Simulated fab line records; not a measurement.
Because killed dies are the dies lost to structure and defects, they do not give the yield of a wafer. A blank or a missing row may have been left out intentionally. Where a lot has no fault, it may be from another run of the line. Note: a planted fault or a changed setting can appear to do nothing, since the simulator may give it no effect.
Which tool was responsible? / flow nand harc / Sampling: 11 lots, 32 wafers, 5 of 1302 route steps

WHAT THE GAUGES READ, wafer by wafer
NHARC_END_SORT_01. Usual: killed at array 54, standard deviation 17; killed at other 0.7, standard deviation 1; killed at periphery 3.7, standard deviation 2.9; killed dies 58, standard deviation 16; killed open 3.2, standard deviation 1.9; killed short 2.2, standard deviation 1.5.
lot=L581; measured=day 27 21:37; on=prober-02; killed at array=70 81 57; killed at other=2 2 0; killed at periphery=4 3 3; killed dies=76 86 60; killed open=1 5 5; killed short=1 0 0; flag=
lot=L580; measured=day 27 22:20; on=prober-01; killed at array=465 57; killed at other=0 1; killed at periphery=5 4; killed dies=470 62; killed open=5 2; killed short=3 2; flag=OFF
lot=L592; measured=day 32 07:22; on=prober-01; killed at array=23 33 27; killed at other=1 0 0; killed at periphery=0 3 3; killed dies=24 36 30; killed open=3 3 5; killed short=1 5 0; flag=

EACH LOT AND THE TOOL THAT RAN IT (in order: tool; ch and the chambers of the sampled wafers; start)
lot=L572; NHARC_A_CHANNEL_HOLE_D2_DEP_00=acl dep-03 ch 0, day 13 06:53; NHARC_A_CHANNEL_HOLE_D2_DESCUM_15=rie diel-03 ch 0,2, day 13 09:36; NHARC_A_CHANNEL_HOLE_D2_ETCH_39=rie diel-03 ch 1,3, day 13 10:08 or earlier; NHARC_A_CHANNEL_HOLE_D2_ETCH_16=rie diel-03 ch 0,3, day 13 10:08
lot=L575; NHARC_A_CHANNEL_HOLE_D2_DEP_00=acl dep-03 ch 0, day 14 05:37; NHARC_A_CHANNEL_HOLE_D2_DESCUM_15=rie diel-08 ch 0,2,3, day 14 08:28; NHARC_A_CHANNEL_HOLE_D2_ETCH_39=rie diel-08 ch 0,2,3, day 14 09:02 or earlier; NHARC_A_CHANNEL_HOLE_D2_ETCH_16=rie diel-08 ch 0,2,3, day 14 09:02
lot=L577; NHARC_A_CHANNEL_HOLE_D2_DEP_00=acl dep-03 ch 0, day 15 07:52; NHARC_A_CHANNEL_HOLE_D2_DESCUM_15=rie diel-03 ch 0,1,3, day 15 09:58; NHARC_A_CHANNEL_HOLE_D2_ETCH_39=rie diel-03 ch 1,2,3, day 15 10:40 or earlier; NHARC_A_CHANNEL_HOLE_D2_ETCH_16=rie diel-03 ch 0,2,3, day 15 10:40
lot=L579; NHARC_A_CHANNEL_HOLE_D2_DEP_00=acl dep-01 ch 0, day 16 02:03; NHARC_A_CHANNEL_HOLE_D2_DESCUM_15=rie diel-08 ch 0,1, day 16 04:33; NHARC_A_CHANNEL_HOLE_D2_ETCH_39=rie diel-08 ch 0,2, day 16 05:05 or earlier; NHARC_A_CHANNEL_HOLE_D2_ETCH_16=rie diel-08 ch 2,3, day 16 05:05
lot=L581; NHARC_A_CHANNEL_HOLE_D2_DEP_00=acl dep-03 ch 0, day 16 08:34; NHARC_A_CHANNEL_HOLE_D2_DESCUM_15=rie diel-01 ch 1,3, day 16 11:17; NHARC_A_CHANNEL_HOLE_D2_ETCH_39=rie diel-01 ch 0,3, day 16 11:54 or earlier; NHARC_A_CHANNEL_HOLE_D2_ETCH_16=rie diel-01 ch 0,1,3, day 16 11:54
lot=L580; NHARC_A_CHANNEL_HOLE_D2_DEP_00=acl dep-03 ch 0, day 16 10:47; NHARC_A_CHANNEL_HOLE_D2_DESCUM_15=rie diel-03 ch 0,2, day 16 13:26; NHARC_A_CHANNEL_HOLE_D2_ETCH_39=rie diel-03 ch 1,3, day 16 14:07 or earlier; NHARC_A_CHANNEL_HOLE_D2_ETCH_16=rie diel-03 ch 0,2, day 16 14:07
lot=L591; NHARC_A_CHANNEL_HOLE_D2_DEP_00=acl dep-03 ch 0, day 21 02:17; NHARC_A_CHANNEL_HOLE_D2_DESCUM_15=rie diel-03 ch 1,2, day 21 05:07; NHARC_A_CHANNEL_HOLE_D2_ETCH_39=rie diel-03 ch 0,1,2, day 21 05:44 or earlier; NHARC_A_CHANNEL_HOLE_D2_ETCH_16=rie diel-03 ch 0,2,3, day 21 05:44
lot=L592; NHARC_A_CHANNEL_HOLE_D2_DEP_00=acl dep-01 ch 0, day 21 10:20; NHARC_A_CHANNEL_HOLE_D2_DESCUM_15=rie diel-01 ch 0,3, day 21 12:51; NHARC_A_CHANNEL_HOLE_D2_ETCH_39=rie diel-01 ch 0,1, day 21 13:29 or earlier; NHARC_A_CHANNEL_HOLE_D2_ETCH_16=rie diel-01 ch 0,1,2, day 21 13:29
lot=L593; NHARC_A_CHANNEL_HOLE_D2_DEP_00=acl dep-02 ch 0, day 21 19:35; NHARC_A_CHANNEL_HOLE_D2_DESCUM_15=rie diel-03 ch 0,1,3, day 21 22:01; NHARC_A_CHANNEL_HOLE_D2_ETCH_39=rie diel-03 ch 0,1, day 21 22:32 or earlier; NHARC_A_CHANNEL_HOLE_D2_ETCH_16=rie diel-03 ch 0,1,2, day 21 22:32
lot=L594; NHARC_A_CHANNEL_HOLE_D2_DEP_00=acl dep-01 ch 0, day 22 09:25; NHARC_A_CHANNEL_HOLE_D2_DESCUM_15=rie diel-01 ch 0,1,3, day 22 12:13; NHARC_A_CHANNEL_HOLE_D2_ETCH_39=rie diel-01 ch 1,2,3, day 22 12:44 or earlier; NHARC_A_CHANNEL_HOLE_D2_ETCH_16=rie diel-01 ch 0,1,2, day 22 12:44
lot=L595; NHARC_A_CHANNEL_HOLE_D2_DEP_00=acl dep-02 ch 0, day 23 00:11; NHARC_A_CHANNEL_HOLE_D2_DESCUM_15=rie diel-03 ch 1,2, day 23 02:43; NHARC_A_CHANNEL_HOLE_D2_ETCH_39=rie diel-03 ch 1,2, day 23 03:01; NHARC_A_CHANNEL_HOLE_D2_ETCH_16=rie diel-03 ch 1,2, day 23 03:30
- NHARC_A_CHANNEL_HOLE_D2_DEP_00: deposits aC, target thk 3100 nm.
- NHARC_A_CHANNEL_HOLE_D2_DESCUM_15: chemistry O2, time 3 s.
- NHARC_A_CHANNEL_HOLE_D2_ETCH_39: etches the open film in N2/H2, target depth 260 nm, time 325 s.
- NHARC_A_CHANNEL_HOLE_D2_ETCH_16: etches the open film in O2/COS, target depth 3100 nm, time 806 s.

AS READ BY THE TOOLS THEMSELVES (means over the sampled wafers that have a number; for cases with no such wafer, the mark the record gives instead)
NHARC_A_CHANNEL_HOLE_D2_DEP_00. Usual: throttle valve pct reads 35.000 % (standard deviation 0.0091).
lot=L572; tool=acl dep-03; throttle valve pct (%)=35.003; flag=
lot=L575; tool=acl dep-03; throttle valve pct (%)=35.002; flag=
lot=L577; tool=acl dep-03; throttle valve pct (%)=35.011; flag=
lot=L579; tool=acl dep-01; throttle valve pct (%)=35.006; flag=
lot=L581; tool=acl dep-03; throttle valve pct (%)=35.004; flag=
lot=L580; tool=acl dep-03; throttle valve pct (%)=34.994; flag=
lot=L591; tool=acl dep-03; throttle valve pct (%)=34.996; flag=
lot=L592; tool=acl dep-01; throttle valve pct (%)=34.999; flag=
lot=L593; tool=acl dep-02; throttle valve pct (%)=35.007; flag=
lot=L594; tool=acl dep-01; throttle valve pct (%)=34.998; flag=
lot=L595; tool=acl dep-02; throttle valve pct (%)=35.009; flag=

NHARC_A_CHANNEL_HOLE_D2_DESCUM_15. Usual: chamber pressure mTorr 60.00 mTorr, standard deviation 0.053; drypump motor current A 5.7 A, standard deviation 0.44; oes product au 1.005 a.u., standard deviation 0.014; rf vpp V 58.0 V, standard deviation 0.83; showerhead plenum p Torr 1.94 Torr, standard deviation 0.054; throttle valve pct 11.311 %, standard deviation 0.0095.
lot=L572; tool=rie diel-03; chamber pressure mTorr (mTorr)=60.02; drypump motor current A (A)=6.2; oes product au (a.u.)=1.020; rf vpp V (V)=57.4; showerhead plenum p Torr (Torr)=1.87; throttle valve pct (%)=11.319; flag=
lot=L575; tool=rie diel-08; chamber pressure mTorr (mTorr)=59.98; drypump motor current A (A)=5.2; oes product au (a.u.)=1.009; rf vpp V (V)=58.1; showerhead plenum p Torr (Torr)=1.98; throttle valve pct (%)=11.307; flag=
lot=L577; tool=rie diel-03; chamber pressure mTorr (mTorr)=59.99; drypump motor current A (A)=5.6; oes product au (a.u.)=1.012; rf vpp V (V)=58.2; showerhead plenum p Torr (Torr)=1.94; throttle valve pct (%)=11.312; flag=
lot=L579; tool=rie diel-08; chamber pressure mTorr (mTorr)=59.97; drypump motor current A (A)=5.9; oes product au (a.u.)=0.993; rf vpp V (V)=58.1; showerhead plenum p Torr (Torr)=1.94; throttle valve pct (%)=11.300; flag=
lot=L581; tool=rie diel-01; chamber pressure mTorr (mTorr)=60.08; drypump motor current A (A)=6.1; oes product au (a.u.)=1.015; rf vpp V (V)=57.7; showerhead plenum p Torr (Torr)=1.96; throttle valve pct (%)=11.315; flag=
lot=L580; tool=rie diel-03; chamber pressure mTorr (mTorr)=59.97; drypump motor current A (A)=6.2; oes product au (a.u.)=1.010; rf vpp V (V)=58.3; showerhead plenum p Torr (Torr)=1.88; throttle valve pct (%)=11.311; flag=
lot=L591; tool=rie diel-03; chamber pressure mTorr (mTorr)=59.96; drypump motor current A (A)=5.5; oes product au (a.u.)=0.984; rf vpp V (V)=57.7; showerhead plenum p Torr (Torr)=1.92; throttle valve pct (%)=11.315; flag=
lot=L592; tool=rie diel-01; chamber pressure mTorr (mTorr)=60.04; drypump motor current A (A)=5.8; oes product au (a.u.)=1.001; rf vpp V (V)=58.1; showerhead plenum p Torr (Torr)=1.98; throttle valve pct (%)=11.310; flag=
lot=L593; tool=rie diel-03; chamber pressure mTorr (mTorr)=60.01; drypump motor current A (A)=5.6; oes product au (a.u.)=0.999; rf vpp V (V)=57.7; showerhead plenum p Torr (Torr)=1.94; throttle valve pct (%)=11.312; flag=
lot=L594; tool=rie diel-01; chamber pressure mTorr (mTorr)=60.06; drypump motor current A (A)=6.0; oes product au (a.u.)=1.004; rf vpp V (V)=57.4; showerhead plenum p Torr (Torr)=1.98; throttle valve pct (%)=11.310; flag=
lot=L595; tool=rie diel-03; chamber pressure mTorr (mTorr)=59.93; drypump motor current A (A)=5.8; oes product au (a.u.)=0.991; rf vpp V (V)=57.2; showerhead plenum p Torr (Torr)=1.90; throttle valve pct (%)=11.308; flag=

NHARC_A_CHANNEL_HOLE_D2_ETCH_39. Usual: chamber pressure mTorr 29.997 mTorr, standard deviation 0.026; drypump motor current A 5.7 A, standard deviation 0.44; oes product au 1.004 a.u., standard deviation 0.014; rf vpp V 431.6 V, standard deviation 1.8; run length s 346.3 s, standard deviation 0.38; showerhead plenum p Torr 2.08 Torr, standard deviation 0.061; throttle valve pct 14.171 %, standard deviation 0.0089.
lot=L572; tool=rie diel-03; chamber pressure mTorr (mTorr)=30.008; drypump motor current A (A)=5.3; oes product au (a.u.)=1.005; rf vpp V (V)=431.7; run length s (s)=345.8; showerhead plenum p Torr (Torr)=2.10; throttle valve pct (%)=14.171; flag=
lot=L575; tool=rie diel-08; chamber pressure mTorr (mTorr)=30.003; drypump motor current A (A)=5.3; oes product au (a.u.)=1.006; rf vpp V (V)=432.9; run length s (s)=346.5; showerhead plenum p Torr (Torr)=2.11; throttle valve pct (%)=14.176; flag=
lot=L577; tool=rie diel-03; chamber pressure mTorr (mTorr)=29.981; drypump motor current A (A)=5.5; oes product au (a.u.)=1.002; rf vpp V (V)=431.6; run length s (s)=346.2; showerhead plenum p Torr (Torr)=2.07; throttle valve pct (%)=14.172; flag=
lot=L579; tool=rie diel-08; chamber pressure mTorr (mTorr)=29.992; drypump motor current A (A)=5.1; oes product au (a.u.)=0.995; rf vpp V (V)=431.9; run length s (s)=346.5; showerhead plenum p Torr (Torr)=2.09; throttle valve pct (%)=14.169; flag=
lot=L581; tool=rie diel-01; chamber pressure mTorr (mTorr)=30.004; drypump motor current A (A)=5.8; oes product au (a.u.)=1.009; rf vpp V (V)=432.9; run length s (s)=346.6; showerhead plenum p Torr (Torr)=2.15; throttle valve pct (%)=14.170; flag=
lot=L580; tool=rie diel-03; chamber pressure mTorr (mTorr)=29.998; drypump motor current A (A)=5.2; oes product au (a.u.)=1.014; rf vpp V (V)=432.4; run length s (s)=346.0; showerhead plenum p Torr (Torr)=2.10; throttle valve pct (%)=14.180; flag=
lot=L591; tool=rie diel-03; chamber pressure mTorr (mTorr)=29.999; drypump motor current A (A)=5.9; oes product au (a.u.)=0.988; rf vpp V (V)=430.5; run length s (s)=346.2; showerhead plenum p Torr (Torr)=2.02; throttle valve pct (%)=14.167; flag=
lot=L592; tool=rie diel-01; chamber pressure mTorr (mTorr)=29.995; drypump motor current A (A)=6.0; oes product au (a.u.)=0.998; rf vpp V (V)=433.9; run length s (s)=346.7; showerhead plenum p Torr (Torr)=2.14; throttle valve pct (%)=14.178; flag=
lot=L593; tool=rie diel-03; chamber pressure mTorr (mTorr)=30.007; drypump motor current A (A)=6.0; oes product au (a.u.)=0.994; rf vpp V (V)=430.0; run length s (s)=346.3; showerhead plenum p Torr (Torr)=2.02; throttle valve pct (%)=14.170; flag=
lot=L594; tool=rie diel-01; chamber pressure mTorr (mTorr)=29.984; drypump motor current A (A)=5.9; oes product au (a.u.)=1.011; rf vpp V (V)=431.7; run length s (s)=346.2; showerhead plenum p Torr (Torr)=2.08; throttle valve pct (%)=14.167; flag=
lot=L595; tool=rie diel-03; chamber pressure mTorr (mTorr)=30.003; drypump motor current A (A)=5.8; oes product au (a.u.)=0.994; rf vpp V (V)=430.2; run length s (s)=346.2; showerhead plenum p Torr (Torr)=2.02; throttle valve pct (%)=14.170; flag=

NHARC_A_CHANNEL_HOLE_D2_ETCH_16. Usual: chamber pressure mTorr 20.002 mTorr, standard deviation 0.021; drypump motor current A 5.7 A, standard deviation 0.46; oes product au 1.006 a.u., standard deviation 0.015; rf vpp V 314.9 V, standard deviation 1.4; run length s 827.3 s, standard deviation 0.41; showerhead plenum p Torr 3.17 Torr, standard deviation 0.081; throttle valve pct 28.331 %, standard deviation 0.0086.
lot=L572; tool=rie diel-03; chamber pressure mTorr (mTorr)=19.982; drypump motor current A (A)=5.6; oes product au (a.u.)=1.019; rf vpp V (V)=315.5; run length s (s)=827.4; showerhead plenum p Torr (Torr)=3.20; throttle valve pct (%)=28.333; flag=
lot=L575; tool=rie diel-08; chamber pressure mTorr (mTorr)=19.986; drypump motor current A (A)=5.2; oes product au (a.u.)=1.009; rf vpp V (V)=315.5; run length s (s)=827.4; showerhead plenum p Torr (Torr)=3.22; throttle valve pct (%)=28.330; flag=
lot=L577; tool=rie diel-03; chamber pressure mTorr (mTorr)=20.015; drypump motor current A (A)=5.8; oes product au (a.u.)=1.007; rf vpp V (V)=313.9; run length s (s)=827.4; showerhead plenum p Torr (Torr)=3.13; throttle valve pct (%)=28.333; flag=
lot=L579; tool=rie diel-08; chamber pressure mTorr (mTorr)=20.013; drypump motor current A (A)=5.3; oes product au (a.u.)=1.030; rf vpp V (V)=316.3; run length s (s)=827.4; showerhead plenum p Torr (Torr)=3.26; throttle valve pct (%)=28.330; flag=
lot=L581; tool=rie diel-01; chamber pressure mTorr (mTorr)=20.011; drypump motor current A (A)=6.0; oes product au (a.u.)=1.011; rf vpp V (V)=316.0; run length s (s)=827.5; showerhead plenum p Torr (Torr)=3.24; throttle valve pct (%)=28.334; flag=
lot=L580; tool=rie diel-03; chamber pressure mTorr (mTorr)=20.015; drypump motor current A (A)=6.2; oes product au (a.u.)=1.014; rf vpp V (V)=312.5; run length s (s)=730.5; showerhead plenum p Torr (Torr)=3.06; throttle valve pct (%)=28.337; flag=OFF
lot=L591; tool=rie diel-03; chamber pressure mTorr (mTorr)=19.983; drypump motor current A (A)=5.8; oes product au (a.u.)=0.998; rf vpp V (V)=315.0; run length s (s)=827.1; showerhead plenum p Torr (Torr)=3.13; throttle valve pct (%)=28.336; flag=
lot=L592; tool=rie diel-01; chamber pressure mTorr (mTorr)=19.992; drypump motor current A (A)=5.9; oes product au (a.u.)=1.004; rf vpp V (V)=315.4; run length s (s)=827.6; showerhead plenum p Torr (Torr)=3.22; throttle valve pct (%)=28.328; flag=
lot=L593; tool=rie diel-03; chamber pressure mTorr (mTorr)=20.012; drypump motor current A (A)=5.9; oes product au (a.u.)=1.000; rf vpp V (V)=313.3; run length s (s)=827.4; showerhead plenum p Torr (Torr)=3.09; throttle valve pct (%)=28.336; flag=
lot=L594; tool=rie diel-01; chamber pressure mTorr (mTorr)=19.981; drypump motor current A (A)=5.9; oes product au (a.u.)=1.006; rf vpp V (V)=315.3; run length s (s)=827.6; showerhead plenum p Torr (Torr)=3.22; throttle valve pct (%)=28.332; flag=
lot=L595; tool=rie diel-03; chamber pressure mTorr (mTorr)=19.985; drypump motor current A (A)=5.5; oes product au (a.u.)=0.988; rf vpp V (V)=314.3; run length s (s)=826.9; showerhead plenum p Torr (Torr)=3.13; throttle valve pct (%)=28.336; flag=

THE ANSWER, worked out from the rows above alone
Rule: a lot counts as off when the mean over its wafers that have a number is more than 3 standard deviations away from the usual mean. Also off: a lot with no number at a reading for which 4 or more lots have one. Any other lot the step has rows for is counted as sound. After the gauges, taken in route order, come the tools' own readings; for these a lot's mean is taken, as printed above. The first step at which some lot is off is used, and at that step the reading that is off furthest; a lot without a number counts as furthest.
Off, at NHARC_END_SORT_01 on killed dies: L580. Neither off nor sound, because the step has no rows for them: L572, L575, L577, L579, L591, L593, L594, L595.
A tool fits if, at a process step before that reading, it ran every lot that is off, and no sound lot after the first of them. The gauges at NHARC_END_SORT_01 aren't tried: what is off there is off at NHARC_A_CHANNEL_HOLE_D2_ETCH_16 too, on other tools, and a gauge's error can't cause that. Because NHARC_A_CHANNEL_HOLE_D2_ETCH_39 lacks a start for some lots, the hours and order of its lots are taken from NHARC_A_CHANNEL_HOLE_D2_ETCH_16. Undecided on this evidence; 2 tools fit (acl dep-03 at NHARC_A_CHANNEL_HOLE_D2_DEP_00, rie diel-03 at NHARC_A_CHANNEL_HOLE_D2_DESCUM_15 and NHARC_A_CHANNEL_HOLE_D2_ETCH_39 and NHARC_A_CHANNEL_HOLE_D2_ETCH_16).

WHAT THE SIMULATOR PUT IN
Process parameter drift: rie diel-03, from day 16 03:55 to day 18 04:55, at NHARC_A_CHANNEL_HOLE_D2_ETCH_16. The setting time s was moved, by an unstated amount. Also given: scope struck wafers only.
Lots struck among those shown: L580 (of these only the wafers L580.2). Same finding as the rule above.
